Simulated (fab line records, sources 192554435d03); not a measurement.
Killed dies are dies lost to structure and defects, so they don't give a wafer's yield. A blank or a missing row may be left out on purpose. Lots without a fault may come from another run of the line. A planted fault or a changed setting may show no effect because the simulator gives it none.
Chamber matching | flow n5_finfet | N5_BEOL_M15_CMP_49 on cmp-04: 4 sister chambers
The step polishes, stops on SiO2, t overpolish 4.9 s, target thk 850 nm. 22 wafers are shown with their chamber, then 11 later ones without.

WAFERS WITH THEIR CHAMBER
wafer  | chamber | motor_current_A (A) | overpolish_run_s (s) | barrier_field_endpoint_s (s)
L075.2 | 0       | 7.5                 | 4.909                | 11.05
L075.3 | 1       | 7.6                 | 4.900                | 11.21
L075.5 | 0       | 7.7                 | 4.898                | 11.14
L076.2 | 1       | 7.8                 | 4.897                | 11.18
L076.4 | 2       | 7.3                 | 4.906                | 11.07
L076.5 | 1       | 8.0                 | 4.893                | 11.15
L078.1 | 0       | 7.6                 | 4.900                | 11.22
L078.3 | 2       | 7.7                 | 4.908                | 11.10
L078.6 | 2       | 7.8                 | 4.906                | 11.14
L081.3 | 2       | 7.8                 | 4.904                | 11.55
L081.5 | 1       | 7.7                 | 4.907                | 11.07
L081.6 | 0       | 7.2                 | 4.894                | 11.63
L080.1 | 3       | 8.5                 | 4.905                | 11.14
L080.5 | 0       | 7.8                 | 4.905                | 11.49
L080.6 | 1       | 7.7                 | 4.912                | 11.27
L088.1 | 1       | 7.4                 | 4.889                | 11.34
L088.2 | 2       | 7.7                 | 4.901                | 11.19
L088.6 | 3       | 8.7                 | 4.918                | 11.20
L091.1 | 3       | 8.6                 | 4.902                | 11.63
L091.2 | 2       | 7.7                 | 4.902                | 11.47
L091.3 | 1       | 7.6                 | 4.883                | 11.34
L090.3 | 0       | 7.5                 | 4.915                | 11.53

SIGNATURES (means of the wafers above)
reading                  | chamber 0 | chamber 1 | chamber 2 | chamber 3 | scatter within a chamber
motor_current_A          | 7.550     | 7.686     | 7.667     | 8.600     | 0.185
overpolish_run_s         | 4.90350   | 4.89729   | 4.90450   | 4.90833   | 0.00777
barrier_field_endpoint_s | 11.3433   | 11.2229   | 11.2533   | 11.3233   | 0.196
Rule: a wafer's distance from a chamber is the root of the sum, over the readings, of the square of ((its reading less the chamber's mean) divided by the reading's scatter). The wafer belongs to the nearest chamber; if the next one is less than 2 further off, it can't be placed. The scatter: the root of (the sum of the squares of (reading less its chamber's mean) over the shown wafers, divided by (wafers less chambers)).

WAFERS WITHOUT THEIR CHAMBER
wafer  | motor_current_A (A) | overpolish_run_s (s) | barrier_field_endpoint_s (s)
L090.5 | 8.6                 | 4.892                | 11.84
L090.6 | 7.7                 | 4.904                | 11.68
L092.2 | 8.3                 | 4.906                | 12.08
L092.4 | 7.7                 | 4.893                | 11.68
L092.6 | 7.6                 | 4.912                | 11.41
L096.1 | 7.6                 | 4.892                | 11.91
L096.2 | 7.5                 | 4.911                | 11.94
L096.5 | 8.4                 | 4.905                | 11.91
L097.2 | 7.8                 | 4.899                | 12.00
L097.3 | 9.0                 | 4.891                | 11.93
L097.4 | 7.7                 | 4.900                | 11.91

WHICH CHAMBER EACH WENT THROUGH
wafer  | from the rows above               | in truth
L090.5 | 3                                 | 3
L090.6 | can't be placed: 0 or 2 or 1      | 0
L092.2 | can't be placed: 3 or 2 or 0 or 1 | 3
L092.4 | can't be placed: 0 or 1 or 2      | 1
L092.6 | can't be placed: 0 or 2 or 1      | 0
L096.1 | can't be placed: 0 or 1 or 2      | 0
L096.2 | can't be placed: 0 or 2 or 1      | 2
L096.5 | can't be placed: 3 or 2           | 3
L097.2 | can't be placed: 0 or 2 or 1      | 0
L097.3 | 3                                 | 3
L097.4 | can't be placed: 0 or 2 or 1      | 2
Placed correctly: 2 of 11. Can't be placed from these rows: 9 (the true chamber is among the candidates in 9). Placed wrongly: 0.
